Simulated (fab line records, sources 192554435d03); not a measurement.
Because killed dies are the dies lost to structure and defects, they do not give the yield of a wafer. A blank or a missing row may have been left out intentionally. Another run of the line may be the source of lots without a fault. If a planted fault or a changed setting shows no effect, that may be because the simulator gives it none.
fab line records | flow n5-finfet
record lots=10 wafers=29 last-day=17
route steps=1938 shown BEOL_M6@1211 PASSIVATION@1936
lots that met no fault: from a run of the same line without faults
start-h: hours from the record's opening day to when the first of the lot's shown wafers began | wait-h: hours from the lot's prior step to this one | " unchanged from the row above | L1.1+2: a row that stands for several wafers | - value missing, or start not given | * or withheld: withheld | < > ~ a bound
route shown NAME@n: a module of which the file shows steps, and the number in the route of the first | usual: the fault-free wafers' mean and standard deviation | same: alike in all rows | chamber/n: place in a boat | sites: each site's reading | _std_site: the values' standard deviation | _edge_site: inner sites' mean taken away from outer sites' mean | radius-mm: for every site, how far away it sits from the centre of the wafer | mask NAME#n: copy n | behind: the most recent tool/chamber to have shaped the wafer | hold: reason for holding the lot/hours on hold/outcome of the hold | device: which transistor (n, p or np) failed to switch | end of line: the tests these same wafers got at the end of their route | a step without rows: its recipe alone | killed: dies lost to structure and defects at the first sort, not the wafer's yield | map: shows each die of a wafer: x if killed, . if not, _ if none is there
set.NAME: the setting that was run; set.NAME@STEP: the one run at that earlier step | model.NAME: the simulator's own value behind a step, which no gauge read
one table for each step of the route and one row for each wafer, over a sample of lots
services: when a tool's chamber went out of use (start-h, in hours from the record's first day, below 0 if earlier), for how many hours, and the reason
## steps
# step N5_BEOL_M6_ETCH_61
# recipe chemistry=CF4 target=SiARC target-depth-a=455 mask-material=CAR-ArF time-s=75.8 ion-energy-ev=80 pressure-mtorr=40 source-w=545 bias-w=36 Ar_flow_sccm=100 cf4-flow-sccm=100 ends=cleared
# usual drypump-motor-current-A=5.60/0.26 etch-rf-on-time-s=76.7/2.4 oes-product-au=0.68/0.068 rf-vpp-V=183.7/1 showerhead-plenum-p-Torr=2.11/0.053 throttle-valve-pct=15.62/0.23
# columns lot.wafer tool chamber start-h wait-h drypump-motor-current-A etch-rf-on-time-s oes-product-au rf-hours-counter-h rf-vpp-V showerhead-plenum-p-Torr throttle-valve-pct
L188.2 rie-diel-03 2 196.67 0.0 5.71 78.8 0.74 52 185.8 2.18 15.46
L188.3 " 3 " " 5.93 79.7 0.61 172 184.8 2.12 15.50
L188.6 " 2 " " 5.70 79.6 0.74 - 184.7 2.18 15.43
L191.3 rie-diel-03 0 202.41 0.0 5.09 73.1 0.59 248 184.0 2.20 15.62
L191.4 " 2 " " 5.70 78.7 0.74 55 184.6 2.18 15.47
L191.5 " 1 " " 5.20 76.9 0.67 - 183.1 2.06 15.49
L193.2 rie-diel-03 1 225.47 0.0 5.21 76.5 0.67 133 183.0 2.06 15.53
L193.3 " 3 " " 5.95 78.6 0.61 184 183.3 2.11 15.55
L193.4 " 3 " " 5.94 79.0 0.60 - 181.8 2.11 15.53
L194.2 rie-diel-02 1 232.41 0.0 5.23 76.5 0.63 149 183.1 2.07 16.07
L194.3 " 2 " " 5.65 74.8 0.59 235 185.0 2.11 15.88
L194.6 " 2 " " 5.67 74.4 0.60 - 182.8 2.11 15.88
L196.1 rie-diel-02 1 239.06 0.0 5.22 76.8 0.63 151 182.5 2.07 16.07
L196.6 " 1 " " 5.21 76.8 0.63 - 184.1 2.07 16.09
L203.1 rie-diel-06 2 287.48 0.0 5.53 73.8 0.71 106 183.3 2.16 15.57
L203.3 " 1 " " 5.41 75.2 0.72 71 184.3 2.16 15.51
L203.5 " 2 " " 5.53 73.7 0.71 - 184.7 2.16 15.57
L204.2 rie-diel-03 2 291.19 0.0 5.70 79.2 0.70 85 184.7 2.17 15.51
L204.4 " 3 " " 5.88 79.9 0.59 209 184.0 2.10 15.59
L204.5 " 2 " " 5.71 79.7 0.70 - 184.8 2.17 15.52
L205.3 rie-diel-06 0 298.83 0.0 6.05 79.5 0.69 77 183.1 2.07 15.41
L205.5 " 0 " " 5.99 80.0 0.68 - 182.8 2.07 15.42
L205.6 " 2 " " 5.54 73.8 0.70 - 183.4 2.16 15.59
L208.1 rie-diel-02 1 315.83 0.0 5.25 77.5 0.61 179 182.2 2.06 16.15
L208.5 " 3 " " 5.73 76.0 0.72 - 182.2 2.08 15.52
L208.6 " 1 " " 5.22 76.7 0.61 - 182.9 2.06 16.15
L209.2 rie-diel-06 2 316.38 0.0 5.53 74.9 0.69 120 184.6 2.16 15.60
L209.5 " 1 " " 5.40 74.6 0.72 - 184.7 2.16 15.53
L209.6 " 0 " " 6.02 80.4 0.68 - 183.7 2.07 15.44
# step N5_BEOL_M6_ETCH_62
# recipe chemistry=N2/H2 target=SOC target-depth-a=1100 overetch-a=220 mask-material=SiARC temp-c=40 time-s=165 ion-energy-ev=200 pressure-mtorr=30 source-w=840 bias-w=150 n2-flow-sccm=200 h2-flow-sccm=200
# usual drypump-motor-current-A=5.61/0.26 oes-product-au=0.68/0.064 rf-vpp-V=523.0/2 showerhead-plenum-p-Torr=2.51/0.063 throttle-valve-pct=17.9/0.31
# same time-s=165
# columns lot.wafer tool chamber start-h wait-h drypump-motor-current-A oes-product-au rf-hours-counter-h rf-vpp-V showerhead-plenum-p-Torr throttle-valve-pct
L188.2 rie-diel-03 2 196.73 0.0 5.73 0.75 52 524.9 2.56 17.5
L188.3 " 3 " " 5.93 0.62 172 523.9 2.53 17.8
L188.6 " 2 " " 5.72 0.76 - 524.6 2.56 17.4
L191.3 rie-diel-03 0 202.47 0.0 5.06 0.57 248 526.1 2.62 17.8
L191.4 " 2 " " 5.72 0.74 55 525.5 2.56 17.5
L191.5 " 1 " " 5.22 0.68 - 520.1 2.42 17.5
L193.2 rie-diel-03 1 225.52 0.0 5.24 0.67 133 521.9 2.41 17.5
L193.3 " 3 " " 5.88 0.61 185 522.8 2.52 17.8
L193.4 " 3 " " 5.89 0.62 - 522.8 2.52 17.8
L194.2 rie-diel-02 1 232.47 0.0 5.23 0.63 149 521.6 2.45 18.3
L194.3 " 2 " " 5.72 0.59 235 523.1 2.50 18.2
L194.6 " 2 " " 5.72 0.58 - 523.0 2.50 18.2
L196.1 rie-diel-02 1 239.12 0.0 5.24 0.63 151 520.6 2.45 18.3
L196.6 " 1 " " 5.27 0.63 - 520.5 2.44 18.3
L203.1 rie-diel-06 2 287.54 0.0 5.57 0.69 106 524.1 2.58 18.1
L203.3 " 1 " " 5.42 0.70 71 525.6 2.58 17.7
L203.5 " 2 " " 5.52 0.69 - 523.5 2.58 18.1
L204.2 rie-diel-03 2 291.25 0.0 5.71 0.71 85 527.0 2.55 17.5
L204.4 " 3 " " 5.92 0.60 209 521.4 2.51 17.8
L204.5 " 2 " " 5.72 0.71 - 523.6 2.55 17.5
L205.3 rie-diel-06 0 298.89 0.0 6.02 0.70 77 519.8 2.45 17.6
L205.5 " 0 " " 6.01 0.71 - 521.1 2.45 17.6
L205.6 " 2 " " 5.56 0.69 - 524.1 2.58 18.1
L208.1 rie-diel-02 1 315.89 0.0 5.20 0.61 179 522.3 2.43 18.3
L208.5 " 3 " " 5.76 0.71 - 522.0 2.50 18.0
L208.6 " 1 " " 5.20 0.61 - 521.2 2.43 18.4
L209.2 rie-diel-06 2 316.44 0.0 5.52 0.67 120 523.5 2.57 18.1
L209.5 " 1 " " 5.41 0.70 - 523.6 2.58 17.7
L209.6 " 0 " " 6.04 0.69 - 522.4 2.45 17.6
# step N5_BEOL_M6_STRIP_19
# recipe chemistry=O2 power-w=400 temp-c=40 pressure-mtorr=30 rf-frequency-hz=6e+07 bias-power-w=0 overash-fraction=0.2 o2-flow-sccm=225
# usual drypump-motor-current-A=5.60/0.28 oes-product-au=0.79/0.083 rf-vpp-V=3.6/0.6 showerhead-plenum-p-Torr=2.06/0.06 throttle-valve-pct=16.66/0.23
# columns lot.wafer tool chamber start-h wait-h drypump-motor-current-A oes-product-au rf-hours-counter-h rf-vpp-V showerhead-plenum-p-Torr throttle-valve-pct
L188.2 rie-diel-03 0 197.03 0.1 5.10 0.69 245 5.0 2.16 16.66
L188.3 " 1 " " 5.23 0.79 120 3.8 2.05 16.73
L188.6 " 3 " " 5.93 0.74 - 4.4 2.05 16.45
L191.3 rie-diel-02 1 202.84 0.1 5.24 0.74 141 2.6 2.01 17.13
L191.4 " 3 " " 5.75 0.93 19 4.0 2.06 16.52
L191.5 " 2 " " 5.71 0.70 - 4.4 2.05 16.83
L193.2 rie-diel-03 3 225.82 0.1 5.93 0.73 185 3.1 2.04 16.46
L193.3 " 1 " " 5.22 0.78 133 3.4 2.04 16.74
L193.4 " 3 " " 5.91 0.73 - 3.1 2.04 16.48
L194.2 rie-diel-02 1 232.89 0.2 5.21 0.74 149 2.5 2.01 17.12
L194.3 " 2 " " 5.63 0.69 235 3.4 2.05 16.87
L194.6 " 2 " " 5.66 0.69 - 4.3 2.05 16.85
L196.1 rie-diel-03 0 239.42 0.1 5.07 0.98 0 3.8 2.16 16.21
L196.6 " 2 " " 5.72 0.86 - 3.4 2.11 16.43
L203.1 rie-diel-03 2 287.89 0.1 5.71 0.84 84 3.7 2.11 16.46
L203.3 " 1 " " 5.22 0.76 157 2.9 2.03 16.80
L203.5 " 3 " " 5.90 0.71 - 2.9 2.04 16.49
L204.2 rie-diel-03 2 291.55 0.1 5.72 0.85 86 3.7 2.11 16.47
L204.4 " 0 " " 5.08 0.91 21 3.5 2.15 16.23
L204.5 " 1 " " 5.23 0.76 - 3.4 2.03 16.79
L205.3 rie-diel-03 2 299.19 0.1 5.73 0.85 88 2.9 2.11 16.47
L205.5 " 1 " " 5.23 0.77 - 2.5 2.03 16.82
L205.6 " 2 " " 5.71 0.85 - 3.0 2.11 16.47
L208.1 rie-diel-06 3 316.18 0.1 5.93 0.93 3 4.1 2.24 16.50
L208.5 " 0 " " 6.00 0.80 - 3.8 2.02 16.51
L208.6 " 3 " " 5.93 0.94 - 4.0 2.24 16.48
L209.2 rie-diel-06 1 316.73 0.1 5.40 0.81 84 4.9 2.12 16.62
L209.5 " 1 " " 5.41 0.81 - 3.4 2.12 16.63
L209.6 " 0 " " 5.99 0.80 - 4.1 2.02 16.50
# step N5_BEOL_M6_CD_MEAS_28
# recipe target-cd-nm=40 landing-energy-ev=500 detector=se-inlens
# usual cd-nm=39.96/0.24
# columns lot.wafer tool chamber start-h wait-h cd-nm
L188.2 cd-sem-01 0 198.52 - 39.71
L188.3 " 0 " " 40.13
L188.6 " 0 " " 39.88
L191.3 cd-sem-01 0 203.51 - 39.83
L191.4 " 0 " " 39.70
L191.5 " 0 " " 40.07
L193.2 cd-sem-02 0 227.36 - 40.55
L193.3 " 0 " " 40.32
L193.4 " 0 " " 40.22
L194.2 cd-sem-03 0 236.47 - 39.88
L194.3 " 0 " " 39.62
L194.6 " 0 " " 39.78
L196.1 cd-sem-02 0 239.93 - 40.18
L196.6 " 0 " " 40.16
L203.1 cd-sem-02 0 289.87 - 39.83
L203.3 " 0 " " 40.03
L203.5 " 0 " " 39.56
L204.2 cd-sem-01 0 292.14 - 39.79
L204.4 " 0 " " 39.56
L204.5 " 0 " " 39.73
L205.3 cd-sem-03 0 299.72 - 39.98
L205.5 " 0 " " 39.83
L205.6 " 0 " " 39.66
L208.1 cd-sem-03 0 317.25 - 39.73
L208.5 " 0 " " 40.23
L208.6 " 0 " " 39.78
L209.2 cd-sem-02 0 317.61 - 40.20
L209.5 " 0 " " 40.23
L209.6 " 0 " " 40.30
# step N5_BEOL_M6_INSPECT_30
# recipe mode=adi inspect-instrument=brightfield
# usual raw-defect-count=419/82
# columns lot.wafer tool chamber start-h wait-h raw-defect-count
L188.2 defect-inspect-01 - 198.60 0.0 410
L188.3 " - " " 336
L188.6 " - " " 363
L191.3 defect-inspect-01 - 203.59 0.0 435
L191.4 " - " " 385
L191.5 " - " " 433
L193.2 defect-inspect-01 - 227.45 0.0 454
L193.3 " - " " 393
L193.4 " - " " 528
L194.2 defect-inspect-02 - 236.56 0.0 342
L194.3 " - " " 379
L194.6 " - " " 383
L196.1 defect-inspect-02 - 240.02 0.1 447
L196.6 " - " " 462
L203.1 defect-inspect-02 - 289.96 0.1 473
L203.3 " - " " 430
L203.5 " - " " 634
L204.2 defect-inspect-02 - 292.23 0.0 499
L204.4 " - " " 475
L204.5 " - " " 1669
L205.3 defect-inspect-01 - 299.80 0.0 335
L205.5 " - " " 1771
L205.6 " - " " 288
L208.1 defect-inspect-02 - 317.34 0.1 458
L208.5 " - " " 494
L208.6 " - " " 439
L209.2 defect-inspect-01 - 317.69 0.0 558
L209.5 " - " " 573
L209.6 " - " " 615
# step N5_PASSIVATION_PROBE_49
# usual defect-limited-yield=91.4/1.4 killed_at_M0_to_M3=34/8.9 killed_at_M4_up=13/4.6 killed-at-contacts=12/5.5 killed-at-front-end=41/11 killed-at-other=3.1/2.9 killed-dies=102/16 killed-open=66/11 killed-short=34/7.6 sort_bin_5_function=5.1/0.89 sort_bin_6_memory=3.2/0.61 sort_bin_8_speed=0.02/0.12 sort-n-pass=1078/16
# same gross-dies=1180 killed-at-back-side=0 sort_bin_4_leakage[%]=0
# columns lot.wafer tool chamber start-h wait-h defect-limited-yield[%] killed_at_M0_to_M3 killed_at_M4_up killed-at-contacts killed-at-front-end killed-at-other killed-dies killed-open killed-short sort_bin_5_function[%] sort_bin_6_memory[%] sort_bin_8_speed[%] sort-n-pass
L204.2 prober-02 - 374.35 0.1 91.4 32 9 10 47 3 101 75 26 5.3 3.0 0 1079
L204.4 prober-02 - 374.45 0.2 91.4 36 15 10 39 2 102 62 40 4.7 3.6 0 1078
L204.5 prober-02 - 374.50 0.2 81.0 29 162 3 28 2 224 57 15 11.6 3.7 0 956
L205.3 prober-02 - 384.82 0.1 91.4 40 9 14 38 1 102 70 32 5.5 3.0 0 1078
L205.5 prober-02 - 384.92 0.2 78.8 31 177 6 35 1 250 61 29 12.6 4.5 0 930
L205.6 prober-02 - 384.97 0.3 89.2 52 17 15 39 5 128 84 44 5.8 4.5 0 1052
# killed by level:class
L204.2 FIN_SAQP:geometric-particle:open=15 BEOL_M1:geometric-particle:open=13 MOL_CONTACT_COAG:geometric-particle:open=10 FIN_SAQP:geometric-particle:short=5 STI_FIN_REVEAL:geometric-particle:open=5 BEOL_M0_SAQP:geometric-particle:open=5 STI_FIN_REVEAL:geometric-particle:short=4 GATE_CUT:geometric-particle:open=4
L204.4 BEOL_M3:geometric-particle:open=9 FIN_SAQP:geometric-particle:short=8 BEOL_M1:geometric-particle:open=8 MOL_CONTACT_COAG:geometric-particle:open=7 GATE_CUT:geometric-particle:open=6 BEOL_M0_SAQP:geometric-particle:short=6 FIN_SAQP:geometric-particle:open=5 GATE_CUT:geometric-particle:short=5
L204.5 BEOL_M6:unspecified=152 BEOL_M1:geometric-particle:open=10 FIN_SAQP:geometric-particle:open=8 FIN_SAQP:geometric-particle:short=8 BEOL_M3:geometric-particle:open=8 DUMMY_GATE:geometric-particle:open=5 BEOL_M2:geometric-particle:open=4 BEOL_M5:geometric-particle:open=4
L205.3 FIN_SAQP:geometric-particle:open=11 BEOL_M3:geometric-particle:open=10 MOL_CONTACT_COAG:geometric-particle:open=10 BEOL_M1:geometric-particle:open=10 BEOL_M0_SAQP:geometric-particle:short=8 DUMMY_GATE:geometric-particle:open=7 BEOL_M4:geometric-particle:open=5 DUMMY_GATE:geometric-particle:short=4
L205.5 BEOL_M6:unspecified=160 FIN_SAQP:geometric-particle:open=7 BEOL_M0_SAQP:geometric-particle:open=7 BEOL_M0_SAQP:geometric-particle:short=7 BEOL_M5:geometric-particle:open=7 MOL_CONTACT_COAG:geometric-particle:open=6 STI_FIN_REVEAL:geometric-particle:open=5 DUMMY_GATE:geometric-particle:open=5
L205.6 FIN_SAQP:geometric-particle:open=12 BEOL_M0_SAQP:geometric-particle:open=12 MOL_CONTACT_COAG:geometric-particle:open=11 BEOL_M0_SAQP:geometric-particle:short=11 BEOL_M3:geometric-particle:open=10 FIN_SAQP:geometric-particle:short=5 STARTING-WAFER:geometric-particle:open=5 BEOL_M2:geometric-particle:short=5
## services
# columns tool chamber start-h hours kind
rie-diel-06 - 174.34 14.6 pm
rie-diel-02 - 198.01 0.6 repair
rie-diel-02 1 204.08 6.8 repair
rie-diel-03 0 211.06 - clean
rie-diel-03 0 211.06 - consumable-replace:focus-ring
rie-diel-03 0 211.06 26.7 scheduled-down
rie-diel-03 0 211.06 26.7 vent-cycle
rie-diel-02 - 223.96 2.3 repair
rie-diel-03 2 228.06 8.4 repair
rie-diel-06 2 235.93 8.0 repair
rie-diel-02 0 246.25 4.4 repair
rie-diel-06 3 253.06 2.6 repair
rie-diel-02 2 277.61 - clean
rie-diel-02 2 277.61 - consumable-replace:focus-ring
rie-diel-02 2 277.61 20.2 scheduled-down
rie-diel-02 2 277.61 20.2 vent-cycle
rie-diel-06 3 286.58 - clean
rie-diel-06 3 286.58 - consumable-replace:focus-ring
rie-diel-06 3 286.58 - consumable-replace:showerhead
rie-diel-06 3 286.58 22.1 scheduled-down
rie-diel-06 3 286.58 22.1 vent-cycle
rie-diel-02 0 300.60 - clean
rie-diel-02 0 300.60 - consumable-replace:focus-ring
rie-diel-03 - 308.90 0.2 repair
## key
first-sign step=N5_BEOL_M6_INSPECT_30 reading=raw-defect-count direction=up sigmas=16 usual=419 struck=1720
effect step=N5_PASSIVATION_PROBE_49 reading=killed_at_M4_up direction=up sigmas=34 usual=13 struck=170
more-kills-born-at N5_BEOL_M6_STRIP_19@rie-diel-03=312
met-at N5_BEOL_M6_STRIP_19
struck-lots L204,L205
struck-wafers L204.5,L205.5
not-acting-at N5_BEOL_M6_ETCH_61,N5_BEOL_M6_ETCH_62,N5_BEOL_M6_CD_MEAS_28
onset-between 287.89 291.55
fault kind=chamber-particle-source tool=rie-diel-03 chamber=1 onset-h=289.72 steps=N5_BEOL_M6_STRIP_19 rate-per-visit-cm2=2.0971 end-h=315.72
